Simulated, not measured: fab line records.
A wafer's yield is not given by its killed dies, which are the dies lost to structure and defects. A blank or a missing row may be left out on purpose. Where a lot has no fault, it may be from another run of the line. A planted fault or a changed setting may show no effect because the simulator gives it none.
One fault seen from 2 desks / flow n5-finfet / each desk holds nothing but its own numbers, with what lay behind them at the end

== FROM THE METROLOGY DESK ==
Lot by lot, what the gauges showed, no matter which tool ran the lot: averages of those sampled wafers that carry a number. A lot is out of limits, marked OUT, if its mean lies more than 4 standard deviations from the usual mean; the brackets give that distance.
Columns: A = cd-nm at N5_MIM_BOT_LITHO_CD_MEAS_08, usual 2999.0 nm
lot=L550; first seen here=day 12 05:44; A=2998.5
lot=L551; first seen here=day 12 10:01; A=2999.1
lot=L557; first seen here=day 13 22:47; A=2998.9
lot=L556; first seen here=day 14 02:25; A=2999.7
lot=L558; first seen here=day 14 10:29; A=2999.9
lot=L559; first seen here=day 14 20:30; A=2999.4
lot=L564; first seen here=day 15 21:47; A=2999.5
lot=L567; first seen here=day 16 14:16; A=2998.6
lot=L570; first seen here=day 17 04:26; A=2998.0
lot=L569; first seen here=day 17 16:30; A=2998.0
This desk's verdict: no lot among the 10 shows anything out of limits.

== DESK OF THE TOOL OWNER: rie-diel-01 ==
The tool's own readings at N5_BEOL_M4_ETCHBACK_99 (etches SiO2 in CHF3, target depth 5 nm, time 10.4 s): means of the sampled wafers that have a number, for each lot that ran on this tool. A lot is out of limits, marked OUT, if its mean lies more than 4 standard deviations from the usual mean; the brackets give that distance.
Columns: A = drypump-motor-current-A at N5_BEOL_M4_ETCHBACK_99, usual 5.8 A; B = oes-product-au at N5_BEOL_M4_ETCHBACK_99, usual 0.77 a.u.; C = rf-vpp-V at N5_BEOL_M4_ETCHBACK_99, usual 240 V; D = showerhead-plenum-p-Torr at N5_BEOL_M4_ETCHBACK_99, usual 2.14 Torr; E = throttle-valve-pct at N5_BEOL_M4_ETCHBACK_99, usual 17.17 %
lot=L551; first seen here=day 8 07:32; A=5.6; B=0.83; C=238; D=2.19; E=16.90
lot=L557; first seen here=day 9 18:03; A=5.3; B=0.81; C=240; D=2.16; E=17.07
lot=L558; first seen here=day 9 21:08; A=5.9; B=0.79; C=241; D=2.15; E=16.78
lot=L564; first seen here=day 11 15:35; A=5.6; B=0.79; C=239; D=2.15; E=16.94
lot=L567; first seen here=day 12 10:22; A=5.6; B=0.80; C=237; D=2.18; E=16.96
lot=L570; first seen here=day 12 23:56; A=5.3; B=0.80; C=235; D=2.18; E=17.13
This desk's verdict: no lot among the 6 shows anything out of limits.

== TAKEN TOGETHER ==
Nothing out of limits was seen by the metrology desk.
The desk of the tool owner found nothing out of limits.

== WHAT THE SIMULATOR HAD PUT IN ==
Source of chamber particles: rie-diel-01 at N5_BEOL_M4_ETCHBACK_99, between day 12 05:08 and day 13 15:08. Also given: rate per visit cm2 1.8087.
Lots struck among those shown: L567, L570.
